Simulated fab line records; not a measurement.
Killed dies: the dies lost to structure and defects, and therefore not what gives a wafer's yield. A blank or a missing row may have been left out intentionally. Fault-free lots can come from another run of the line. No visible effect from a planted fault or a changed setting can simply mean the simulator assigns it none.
fab line records :: flow n5-finfet
record
  lots=6
  wafers=18
  last-day=17
route steps=1938 shown BEOL_M15@1790
lots that met no fault: from a run of the same line without faults
start-h: start of the lot's first displayed wafer, in hours after the record's first day :: wait-h: hours elapsed since this lot's preceding step :: " same as the row above :: L1.1+2: a single row standing in for several wafers :: - no value present, or no start provided :: * or withheld: withheld :: < > ~ a bound
route shown NAME@n: a module of which the file shows steps, and the number in the route of the first :: usual: mean and standard deviation over wafers with no fault :: same: alike in all rows :: chamber/n: place in a boat :: sites: per-site readings :: _std_site: the values' standard deviation :: _edge_site: the outer-site mean with the inner-site mean subtracted :: radius-mm: how far each site lies from the wafer's centre :: mask NAME#n: copy n :: behind: the tool/chamber that last shaped the wafer :: hold: the reason the lot was held/the length of the hold in hours/how it ended :: device: names the non-switching transistor (n, p or np) :: end of line: the route-end tests of the same wafers :: a step given without rows: its recipe and nothing more :: killed: the dies lost at the first sort to structure and to defects; this is not the yield of the wafer :: map: shows each die of a wafer: x if killed, . if not, _ if none is there
set.NAME: the setting as run; set.NAME@STEP: as run at that earlier step :: model.NAME: the simulator's own value behind a step, which no gauge read
lots seen at some steps along the route; tables by step, rows by wafer
services: the hour from which a tool's chamber was out of use, counted from the record's first day as start-h (under 0 if before that day), plus the number of hours and why
## steps
# step N5_BEOL_M15_STRIP_64
# recipe
  chemistry=O2
  power-w=600
  temp-c=60
  pressure-mtorr=30
  rf-frequency-hz=6e+07
  bias-power-w=0
  overash-fraction=0.3
  o2-flow-sccm=225
# usual
  chamber-pressure-mTorr=29.999/0.027
  drypump-motor-current-A=5.6/0.34
  oes-product-au=0.77/0.073
  rf-vpp-V=3.7/0.48
  showerhead-plenum-p-Torr=2.10/0.064
  throttle-valve-pct=16.69/0.23
lot.wafer: L214.1
tool: rie-diel-04
chamber: 2
start-h: -
wait-h: -
chamber-pressure-mTorr: 30.014
drypump-motor-current-A: 6.1
oes-product-au: 0.68
rf-hours-counter-h: 247
rf-vpp-V: 3.6
showerhead-plenum-p-Torr: 1.98
throttle-valve-pct: 16.84

lot.wafer: L214.4
tool: rie-diel-04
chamber: 1
start-h: -
wait-h: -
chamber-pressure-mTorr: 30.028
drypump-motor-current-A: 5.7
oes-product-au: 0.84
rf-hours-counter-h: -
rf-vpp-V: 3.8
showerhead-plenum-p-Torr: 2.06
throttle-valve-pct: 16.66

lot.wafer: L214.6
tool: rie-diel-04
chamber: 3
start-h: -
wait-h: -
chamber-pressure-mTorr: 29.912
drypump-motor-current-A: 5.0
oes-product-au: 0.75
rf-hours-counter-h: -
rf-vpp-V: 3.5
showerhead-plenum-p-Torr: 2.09
throttle-valve-pct: 16.35

lot.wafer: L217.3
tool: rie-diel-04
chamber: 0
start-h: -
wait-h: -
chamber-pressure-mTorr: 29.966
drypump-motor-current-A: 5.7
oes-product-au: 0.77
rf-hours-counter-h: 138
rf-vpp-V: 3.2
showerhead-plenum-p-Torr: 2.13
throttle-valve-pct: 16.89

lot.wafer: L217.4
tool: rie-diel-04
chamber: 1
start-h: -
wait-h: -
chamber-pressure-mTorr: 30.033
drypump-motor-current-A: 5.7
oes-product-au: 0.83
rf-hours-counter-h: 97
rf-vpp-V: 3.6
showerhead-plenum-p-Torr: 2.06
throttle-valve-pct: 16.65

lot.wafer: L217.6
tool: rie-diel-04
chamber: 2
start-h: -
wait-h: -
chamber-pressure-mTorr: 29.972
drypump-motor-current-A: 6.0
oes-product-au: 0.67
rf-hours-counter-h: -
rf-vpp-V: 5.3
showerhead-plenum-p-Torr: 1.98
throttle-valve-pct: 16.84

lot.wafer: L219.1
tool: rie-diel-04
chamber: 3
start-h: -
wait-h: -
chamber-pressure-mTorr: 30.037
drypump-motor-current-A: 5.0
oes-product-au: 0.75
rf-hours-counter-h: 158
rf-vpp-V: 3.5
showerhead-plenum-p-Torr: 2.08
throttle-valve-pct: 16.34

lot.wafer: L219.3
tool: rie-diel-04
chamber: 0
start-h: -
wait-h: -
chamber-pressure-mTorr: 30.011
drypump-motor-current-A: 5.7
oes-product-au: 0.77
rf-hours-counter-h: 139
rf-vpp-V: 3.0
showerhead-plenum-p-Torr: 2.13
throttle-valve-pct: 16.90

lot.wafer: L219.4
tool: rie-diel-04
chamber: 2
start-h: -
wait-h: -
chamber-pressure-mTorr: 30.005
drypump-motor-current-A: 6.1
oes-product-au: 0.67
rf-hours-counter-h: 251
rf-vpp-V: 3.3
showerhead-plenum-p-Torr: 1.98
throttle-valve-pct: 16.85

lot.wafer: L225.1
tool: rie-diel-04
chamber: 0
start-h: -
wait-h: -
chamber-pressure-mTorr: 30.025
drypump-motor-current-A: 5.7
oes-product-au: 0.76
rf-hours-counter-h: 153
rf-vpp-V: 2.8
showerhead-plenum-p-Torr: 2.12
throttle-valve-pct: 16.90

lot.wafer: L225.4
tool: rie-diel-04
chamber: 2
start-h: -
wait-h: -
chamber-pressure-mTorr: 30.010
drypump-motor-current-A: 6.1
oes-product-au: 0.98
rf-hours-counter-h: 3
rf-vpp-V: 3.4
showerhead-plenum-p-Torr: 2.24
throttle-valve-pct: 16.41

lot.wafer: L225.5
tool: rie-diel-04
chamber: 1
start-h: -
wait-h: -
chamber-pressure-mTorr: 30.005
drypump-motor-current-A: 5.7
oes-product-au: 0.82
rf-hours-counter-h: -
rf-vpp-V: 3.6
showerhead-plenum-p-Torr: 2.06
throttle-valve-pct: 16.68

lot.wafer: L227.1
tool: rie-diel-01
chamber: 0
start-h: -
wait-h: -
chamber-pressure-mTorr: 29.977
drypump-motor-current-A: 5.8
oes-product-au: 0.77
rf-hours-counter-h: 110
rf-vpp-V: 4.2
showerhead-plenum-p-Torr: 2.14
throttle-valve-pct: 16.60

lot.wafer: L227.2
tool: rie-diel-01
chamber: 2
start-h: -
wait-h: -
chamber-pressure-mTorr: 30.032
drypump-motor-current-A: 6.3
oes-product-au: 0.69
rf-hours-counter-h: 232
rf-vpp-V: 3.1
showerhead-plenum-p-Torr: 2.17
throttle-valve-pct: 16.86

lot.wafer: L227.6
tool: rie-diel-01
chamber: 3
start-h: -
wait-h: -
chamber-pressure-mTorr: 29.983
drypump-motor-current-A: 5.7
oes-product-au: 0.72
rf-hours-counter-h: -
rf-vpp-V: 3.2
showerhead-plenum-p-Torr: 1.97
throttle-valve-pct: 16.82

lot.wafer: L234.3
tool: rie-diel-01
chamber: 0
start-h: -
wait-h: -
chamber-pressure-mTorr: 30.026
drypump-motor-current-A: 5.8
oes-product-au: 0.77
rf-hours-counter-h: 118
rf-vpp-V: 3.9
showerhead-plenum-p-Torr: 2.13
throttle-valve-pct: 16.61

lot.wafer: L234.4
tool: rie-diel-01
chamber: 2
start-h: -
wait-h: -
chamber-pressure-mTorr: 30.032
drypump-motor-current-A: 6.3
oes-product-au: 0.68
rf-hours-counter-h: -
rf-vpp-V: 4.2
showerhead-plenum-p-Torr: 2.17
throttle-valve-pct: 16.87

lot.wafer: L234.6
tool: rie-diel-01
chamber: 3
start-h: -
wait-h: -
chamber-pressure-mTorr: 29.989
drypump-motor-current-A: 5.7
oes-product-au: 0.72
rf-hours-counter-h: -
rf-vpp-V: 3.4
showerhead-plenum-p-Torr: 1.97
throttle-valve-pct: 16.83
# step N5_BEOL_M15_STRIP_65
# recipe
  chemistry=post-etch-residue-remover
  time-s=60
  temp-c=25
  remover-ph=withheld
  remover-water-wt-pct=withheld
  remover-fluoride-wt-pct=withheld
# step N5_BEOL_M15_SRD_66
# recipe
  time-s=30
  temp-c=23
  rinse-liquid=diw
  dry=n2-spin
  spin-rpm=1500
  dry-time-s=30
# step N5_BEOL_M15_CD_MEAS_17
# recipe
  target-cd-nm=360
  polarity=opening
# usual
  cd-nm=362/3.1
lot.wafer: L214.1
tool: cd-sem-02
chamber: -
start-h: 290.51
wait-h: 0.0
cd-nm: 364

lot.wafer: L214.4
tool: cd-sem-02
chamber: -
start-h: 290.51
wait-h: 0.0
cd-nm: 364

lot.wafer: L214.6
tool: cd-sem-02
chamber: -
start-h: 290.51
wait-h: 0.0
cd-nm: 360

lot.wafer: L217.3
tool: cd-sem-02
chamber: -
start-h: 297.62
wait-h: 0.0
cd-nm: 363

lot.wafer: L217.4
tool: cd-sem-02
chamber: -
start-h: 297.62
wait-h: 0.0
cd-nm: 359

lot.wafer: L217.6
tool: cd-sem-02
chamber: -
start-h: 297.62
wait-h: 0.0
cd-nm: 360

lot.wafer: L219.1
tool: cd-sem-03
chamber: -
start-h: 300.76
wait-h: 0.0
cd-nm: 357

lot.wafer: L219.3
tool: cd-sem-03
chamber: -
start-h: 300.76
wait-h: 0.0
cd-nm: 362

lot.wafer: L219.4
tool: cd-sem-03
chamber: -
start-h: 300.76
wait-h: 0.0
cd-nm: 361

lot.wafer: L225.1
tool: cd-sem-02
chamber: -
start-h: 338.20
wait-h: 0.0
cd-nm: 364

lot.wafer: L225.4
tool: cd-sem-02
chamber: -
start-h: 338.20
wait-h: 0.0
cd-nm: 364

lot.wafer: L225.5
tool: cd-sem-02
chamber: -
start-h: 338.20
wait-h: 0.0
cd-nm: 366

lot.wafer: L227.1
tool: cd-sem-02
chamber: -
start-h: 374.36
wait-h: 0.0
cd-nm: 359

lot.wafer: L227.2
tool: cd-sem-02
chamber: -
start-h: 374.36
wait-h: 0.0
cd-nm: 360

lot.wafer: L227.6
tool: cd-sem-02
chamber: -
start-h: 374.36
wait-h: 0.0
cd-nm: 357

lot.wafer: L234.3
tool: cd-sem-03
chamber: -
start-h: 395.73
wait-h: 0.0
cd-nm: 357

lot.wafer: L234.4
tool: cd-sem-03
chamber: -
start-h: 395.73
wait-h: 0.0
cd-nm: 358

lot.wafer: L234.6
tool: cd-sem-03
chamber: -
start-h: 395.73
wait-h: 0.0
cd-nm: 359
# step N5_BEOL_M15_COAT_56
# recipe
  resist=SOC
  temp-c=250
  time-s=60
  spin-rpm=1500
  resist-thk-nm=550
# step N5_BEOL_M15_ETCH_57
# recipe
  chemistry=N2/H2
  target=SOC
  source-w=3000
  bias-w=350
  time-s=750
  ion-energy-ev=200
  pressure-mtorr=30
  n2-flow-sccm=200
  h2-flow-sccm=200
# usual
  chamber-pressure-mTorr=30.000/0.028
  drypump-motor-current-A=5.7/0.32
  oes-product-au=0.77/0.068
  rf-vpp-V=523.8/2.7
  showerhead-plenum-p-Torr=2.54/0.09
  throttle-valve-pct=17.78/0.25
lot.wafer: L214.1
tool: rie-diel-03
chamber: 2
start-h: 290.61
wait-h: -
chamber-pressure-mTorr: 30.003
drypump-motor-current-A: 5.6
oes-product-au: 0.72
rf-hours-counter-h: 180
rf-vpp-V: 525.8
showerhead-plenum-p-Torr: 2.62
throttle-valve-pct: 18.02

lot.wafer: L214.4
tool: rie-diel-03
chamber: 3
start-h: 290.61
wait-h: -
chamber-pressure-mTorr: 30.009
drypump-motor-current-A: 5.9
oes-product-au: 0.67
rf-hours-counter-h: 249
rf-vpp-V: 522.6
showerhead-plenum-p-Torr: 2.51
throttle-valve-pct: 18.06

lot.wafer: L214.6
tool: rie-diel-03
chamber: 2
start-h: 290.61
wait-h: -
chamber-pressure-mTorr: 29.995
drypump-motor-current-A: 5.7
oes-product-au: 0.73
rf-hours-counter-h: -
rf-vpp-V: 528.1
showerhead-plenum-p-Torr: 2.62
throttle-valve-pct: 18.02

lot.wafer: L217.3
tool: rie-diel-04
chamber: 0
start-h: 297.72
wait-h: -
chamber-pressure-mTorr: 29.989
drypump-motor-current-A: 5.8
oes-product-au: 0.77
rf-hours-counter-h: 138
rf-vpp-V: 523.8
showerhead-plenum-p-Torr: 2.52
throttle-valve-pct: 17.66

lot.wafer: L217.4
tool: rie-diel-04
chamber: 1
start-h: 297.72
wait-h: -
chamber-pressure-mTorr: 30.048
drypump-motor-current-A: 5.7
oes-product-au: 0.82
rf-hours-counter-h: 98
rf-vpp-V: 522.1
showerhead-plenum-p-Torr: 2.45
throttle-valve-pct: 17.46

lot.wafer: L217.6
tool: rie-diel-04
chamber: 0
start-h: 297.72
wait-h: -
chamber-pressure-mTorr: 29.978
drypump-motor-current-A: 5.8
oes-product-au: 0.76
rf-hours-counter-h: -
rf-vpp-V: 524.3
showerhead-plenum-p-Torr: 2.52
throttle-valve-pct: 17.66

lot.wafer: L219.1
tool: rie-diel-03
chamber: 2
start-h: 300.86
wait-h: -
chamber-pressure-mTorr: 29.983
drypump-motor-current-A: 5.7
oes-product-au: 0.73
rf-hours-counter-h: 184
rf-vpp-V: 525.6
showerhead-plenum-p-Torr: 2.62
throttle-valve-pct: 18.03

lot.wafer: L219.3
tool: rie-diel-03
chamber: 0
start-h: 300.86
wait-h: -
chamber-pressure-mTorr: 30.005
drypump-motor-current-A: 5.7
oes-product-au: 0.83
rf-hours-counter-h: 81
rf-vpp-V: 529.1
showerhead-plenum-p-Torr: 2.68
throttle-valve-pct: 17.99

lot.wafer: L219.4
tool: rie-diel-03
chamber: 0
start-h: 300.86
wait-h: -
chamber-pressure-mTorr: 29.972
drypump-motor-current-A: 5.7
oes-product-au: 0.80
rf-hours-counter-h: -
rf-vpp-V: 528.2
showerhead-plenum-p-Torr: 2.68
throttle-valve-pct: 18.01

lot.wafer: L225.1
tool: rie-diel-01
chamber: 3
start-h: 338.49
wait-h: -
chamber-pressure-mTorr: 29.961
drypump-motor-current-A: 5.7
oes-product-au: 0.73
rf-hours-counter-h: 186
rf-vpp-V: 520.0
showerhead-plenum-p-Torr: 2.42
throttle-valve-pct: 17.97

lot.wafer: L225.4
tool: rie-diel-01
chamber: 2
start-h: 338.49
wait-h: -
chamber-pressure-mTorr: 30.007
drypump-motor-current-A: 6.4
oes-product-au: 0.69
rf-hours-counter-h: 221
rf-vpp-V: 526.7
showerhead-plenum-p-Torr: 2.61
throttle-valve-pct: 17.84

lot.wafer: L225.5
tool: rie-diel-01
chamber: 2
start-h: 338.49
wait-h: -
chamber-pressure-mTorr: 29.960
drypump-motor-current-A: 6.4
oes-product-au: 0.70
rf-hours-counter-h: -
rf-vpp-V: 525.6
showerhead-plenum-p-Torr: 2.61
throttle-valve-pct: 17.85

lot.wafer: L227.1
tool: rie-diel-01
chamber: 0
start-h: 374.50
wait-h: -
chamber-pressure-mTorr: 29.987
drypump-motor-current-A: 5.8
oes-product-au: 0.78
rf-hours-counter-h: 110
rf-vpp-V: 524.0
showerhead-plenum-p-Torr: 2.57
throttle-valve-pct: 17.63

lot.wafer: L227.2
tool: rie-diel-01
chamber: 2
start-h: 374.50
wait-h: -
chamber-pressure-mTorr: 29.991
drypump-motor-current-A: 6.3
oes-product-au: 0.69
rf-hours-counter-h: 232
rf-vpp-V: 525.3
showerhead-plenum-p-Torr: 2.61
throttle-valve-pct: 17.88

lot.wafer: L227.6
tool: rie-diel-01
chamber: 0
start-h: 374.50
wait-h: -
chamber-pressure-mTorr: 29.986
drypump-motor-current-A: 5.8
oes-product-au: 0.78
rf-hours-counter-h: -
rf-vpp-V: 524.6
showerhead-plenum-p-Torr: 2.57
throttle-valve-pct: 17.63

lot.wafer: L234.3
tool: rie-diel-03
chamber: 1
start-h: 395.82
wait-h: -
chamber-pressure-mTorr: 29.994
drypump-motor-current-A: 5.3
oes-product-au: 0.75
rf-hours-counter-h: 170
rf-vpp-V: 524.2
showerhead-plenum-p-Torr: 2.52
throttle-valve-pct: 17.58

lot.wafer: L234.4
tool: rie-diel-03
chamber: 0
start-h: 395.82
wait-h: -
chamber-pressure-mTorr: 30.018
drypump-motor-current-A: 5.7
oes-product-au: 0.78
rf-hours-counter-h: 115
rf-vpp-V: 527.9
showerhead-plenum-p-Torr: 2.66
throttle-valve-pct: 18.07

lot.wafer: L234.6
tool: rie-diel-03
chamber: 0
start-h: 395.82
wait-h: -
chamber-pressure-mTorr: 30.003
drypump-motor-current-A: 5.7
oes-product-au: 0.77
rf-hours-counter-h: -
rf-vpp-V: 527.3
showerhead-plenum-p-Torr: 2.66
throttle-valve-pct: 18.07
# step N5_BEOL_M15_COAT_60
# recipe
  resist=BARC
  temp-c=205
  time-s=60
  spin-rpm=1500
  resist-thk-nm=89
# step N5_BEOL_M15_COAT_22
# recipe
  spin-rpm=1704
  resist-thk-nm=800
# step N5_BEOL_M15_EBR_24
# recipe
  solvent=PGMEA
  ebr-width-mm=1.5
# step N5_BEOL_M15_SOFTBAKE_23
# recipe
  temp-c=130
  time-s=60
# step N5_BEOL_M15_EXPOSE_25
# recipe
  mask-id=M15
  na=0.8
  source-shape=annular
  sigma-inner=0.5
  sigma-outer=0.8
  polarization=unpolarized
  target-cd-nm=400
  dose-mj=35.5
# step N5_BEOL_M15_PEB_26
# recipe
  peb-temp-c=130
  peb-time-s=90
# step N5_BEOL_M15_DEVELOP_27
# recipe
  develop-time-s=45
  rinse-liquid=diw
  dry=air-spin
  dev-temp-c=21
# usual
  chill-plate-temp-C=23.01/0.098
  develop-time-s=45/0
lot.wafer: L214.1
tool: litho-track-04
chamber: 0
start-h: 291.40
wait-h: -
chill-plate-temp-C: 23.11
develop-time-s: 45
model.coat_of_BEOL_M15_COAT_22.thk-nm: 789.4

lot.wafer: L214.4
tool: litho-track-04
chamber: 0
start-h: 291.40
wait-h: -
chill-plate-temp-C: 22.98
develop-time-s: 45
model.coat_of_BEOL_M15_COAT_22.thk-nm: 785.6

lot.wafer: L214.6
tool: litho-track-04
chamber: 0
start-h: 291.40
wait-h: -
chill-plate-temp-C: 22.95
develop-time-s: 45
model.coat_of_BEOL_M15_COAT_22.thk-nm: 788.4

lot.wafer: L217.3
tool: litho-track-02
chamber: -
start-h: 298.38
wait-h: -
chill-plate-temp-C: -
develop-time-s: -
model.coat_of_BEOL_M15_COAT_22.thk-nm: 801.2

lot.wafer: L217.4
tool: litho-track-02
chamber: -
start-h: 298.38
wait-h: -
chill-plate-temp-C: -
develop-time-s: -
model.coat_of_BEOL_M15_COAT_22.thk-nm: 802.2

lot.wafer: L217.6
tool: litho-track-02
chamber: -
start-h: 298.38
wait-h: -
chill-plate-temp-C: -
develop-time-s: -
model.coat_of_BEOL_M15_COAT_22.thk-nm: 798

lot.wafer: L219.1
tool: litho-track-05
chamber: -
start-h: 301.52
wait-h: -
chill-plate-temp-C: -
develop-time-s: -
model.coat_of_BEOL_M15_COAT_22.thk-nm: 803

lot.wafer: L219.3
tool: litho-track-05
chamber: -
start-h: 301.52
wait-h: -
chill-plate-temp-C: -
develop-time-s: -
model.coat_of_BEOL_M15_COAT_22.thk-nm: 800

lot.wafer: L219.4
tool: litho-track-05
chamber: -
start-h: 301.52
wait-h: -
chill-plate-temp-C: -
develop-time-s: -
model.coat_of_BEOL_M15_COAT_22.thk-nm: 802.4

lot.wafer: L225.1
tool: litho-track-04
chamber: 0
start-h: 339.16
wait-h: -
chill-plate-temp-C: 23.03
develop-time-s: 45
model.coat_of_BEOL_M15_COAT_22.thk-nm: 791

lot.wafer: L225.4
tool: litho-track-04
chamber: 0
start-h: 339.16
wait-h: -
chill-plate-temp-C: 23.07
develop-time-s: 45
model.coat_of_BEOL_M15_COAT_22.thk-nm: 791.8

lot.wafer: L225.5
tool: litho-track-04
chamber: 0
start-h: 339.16
wait-h: -
chill-plate-temp-C: 22.91
develop-time-s: 45
model.coat_of_BEOL_M15_COAT_22.thk-nm: 793

lot.wafer: L227.1
tool: litho-track-04
chamber: 0
start-h: 375.28
wait-h: -
chill-plate-temp-C: 23.07
develop-time-s: 45
model.coat_of_BEOL_M15_COAT_22.thk-nm: 787

lot.wafer: L227.2
tool: litho-track-04
chamber: 0
start-h: 375.28
wait-h: -
chill-plate-temp-C: 23.15
develop-time-s: 45
model.coat_of_BEOL_M15_COAT_22.thk-nm: 788

lot.wafer: L227.6
tool: litho-track-04
chamber: 0
start-h: 375.28
wait-h: -
chill-plate-temp-C: 22.98
develop-time-s: 45
model.coat_of_BEOL_M15_COAT_22.thk-nm: 787.8

lot.wafer: L234.3
tool: litho-track-05
chamber: 0
start-h: 396.49
wait-h: -
chill-plate-temp-C: 23.01
develop-time-s: 45
model.coat_of_BEOL_M15_COAT_22.thk-nm: 788.6

lot.wafer: L234.4
tool: litho-track-05
chamber: 0
start-h: 396.49
wait-h: -
chill-plate-temp-C: 22.82
develop-time-s: 45
model.coat_of_BEOL_M15_COAT_22.thk-nm: 789

lot.wafer: L234.6
tool: litho-track-05
chamber: 0
start-h: 396.49
wait-h: -
chill-plate-temp-C: 22.95
develop-time-s: 45
model.coat_of_BEOL_M15_COAT_22.thk-nm: 788.6
# step N5_BEOL_M15_HARDBAKE_32
# recipe
  temp-c=130
  time-s=120
## services
tool: rie-diel-04
chamber: 0
start-h: 289.58
hours: 7.4
kind: repair

tool: rie-diel-03
chamber: 3
start-h: 292.15
hours: -
kind: clean

tool: rie-diel-03
chamber: 3
start-h: 292.15
hours: -
kind: consumable-replace:focus-ring

tool: rie-diel-03
chamber: 3
start-h: 292.15
hours: 28.0
kind: scheduled-down

tool: rie-diel-03
chamber: 3
start-h: 292.15
hours: 28.0
kind: vent-cycle

tool: rie-diel-04
chamber: 2
start-h: 306.17
hours: 5.3
kind: repair

tool: rie-diel-04
chamber: 2
start-h: 311.66
hours: -
kind: clean

tool: rie-diel-04
chamber: 2
start-h: 311.66
hours: -
kind: consumable-replace:focus-ring

tool: rie-diel-04
chamber: 2
start-h: 311.66
hours: -
kind: consumable-replace:showerhead

tool: rie-diel-04
chamber: 2
start-h: 311.66
hours: 12.8
kind: scheduled-down

tool: rie-diel-04
chamber: 2
start-h: 311.66
hours: 12.8
kind: vent-cycle

tool: rie-diel-03
chamber: 2
start-h: 342.53
hours: 6.8
kind: repair

tool: rie-diel-04
chamber: 0
start-h: 344.79
hours: 4.5
kind: repair

tool: rie-diel-01
chamber: 3
start-h: 352.67
hours: 2.8
kind: repair

tool: rie-diel-01
chamber: 1
start-h: 374.97
hours: -
kind: clean

tool: rie-diel-01
chamber: 1
start-h: 374.97
hours: -
kind: consumable-replace:focus-ring

tool: rie-diel-01
chamber: 1
start-h: 374.97
hours: -
kind: consumable-replace:showerhead

tool: rie-diel-01
chamber: 1
start-h: 374.97
hours: 30.8
kind: scheduled-down

tool: rie-diel-01
chamber: 1
start-h: 374.97
hours: 30.8
kind: vent-cycle
## key
first-sign
  step=N5_BEOL_M15_DEVELOP_27
  reading=tool-record
  direction=missing
effect none on later readings
model-effect
  step=N5_BEOL_M15_DEVELOP_27
  value=coat_of_BEOL_M15_COAT_22.thk-nm
  without=786.9
  struck=801.1
met-at N5_BEOL_M15_DEVELOP_27
struck-wafers L217.3,L217.4,L217.6,L219.1,L219.3,L219.4
later-rows-left-out L217.3,L217.4,L217.6,L219.1,L219.3,L219.4
sort-left-out L217.3,L217.4,L217.6,L219.1,L219.3,L219.4
fault
  kind=skipped-step-whole
  tool=litho-track-02,litho-track-05
  chamber=-
  onset-h=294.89
  steps=N5_BEOL_M15_DEVELOP_27
  scope=struck-lots-only
# sort-left-out: the simulated sort isn't trusted on such a fault, so these wafers' sort isn't shown, and their yield isn't known
# later-rows-left-out: the simulator's readings of these wafers behind a module that went badly wrong aren't trusted and aren't shown, but for the sort
